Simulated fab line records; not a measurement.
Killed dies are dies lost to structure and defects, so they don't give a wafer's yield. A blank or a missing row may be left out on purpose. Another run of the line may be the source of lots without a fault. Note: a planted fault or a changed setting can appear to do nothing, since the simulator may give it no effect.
Matching of chambers    flow n5-finfet    cmp-01 running N5_PMOS_HMC_CHANNEL_EPI_CMP_21: 4 sister chambers
The step polishes SiGe30, target thk 54 nm. 20 wafers are shown with their chamber, then 10 later ones without.

WAFERS WITH THEIR CHAMBER
wafer   chamber  motor-current-A (A)
L077.2  2        15.6
L077.3  1        12.7
L077.6  3        9.7
L078.2  3        9.6
L078.3  1        12.3
L078.5  3        9.6
L080.2  1        11.5
L080.3  0        11.4
L080.6  1        12.4
L083.1  1        12.5
L083.3  2        15.2
L083.6  0        11.0
L085.4  1        12.6
L085.5  2        15.8
L085.6  3        9.3
L088.1  0        11.7
L088.2  2        15.0
L088.6  0        10.4
L090.3  3        9.6
L090.4  1        12.2

SIGNATURES (means of the wafers above)
reading          chamber 0  chamber 1  chamber 2  chamber 3  scatter within a chamber
motor-current-A  11.125     12.314     15.400     9.560      0.386
Rule: for a wafer and a chamber, the distance is found by dividing, reading by reading, the gap between the wafer's reading and the chamber's mean by the reading's scatter, squaring, summing and taking the root. If the next closest chamber is less than 2 further off than the closest, the wafer can't be placed; otherwise it belongs to the closest. How the scatter is found: for the shown wafers, subtract from each reading the mean of its chamber, square and add these, divide the total by (wafers less chambers), then take the root.

WAFERS WHOSE CHAMBER IS MISSING
wafer   motor-current-A (A)
L090.6  11.1
L093.1  9.3
L093.3  15.4
L093.4  12.5
L095.2  12.2
L095.3  10.0
L095.5  13.0
L097.2  14.4
L097.3  9.6
L097.6  9.8

THE CHAMBER EACH PASSED THROUGH
wafer   from the rows above      in truth
L090.6  0                        0
L093.1  3                        3
L093.3  2                        2
L093.4  1                        1
L095.2  1                        1
L095.3  can't be placed: 3 or 0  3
L095.5  1                        1
L097.2  2                        2
L097.3  3                        3
L097.6  3                        3
Placed correctly: 9 of 10. Unplaceable from these rows: 1, with the true chamber sitting among the candidates in 1. Wrongly placed: 0.
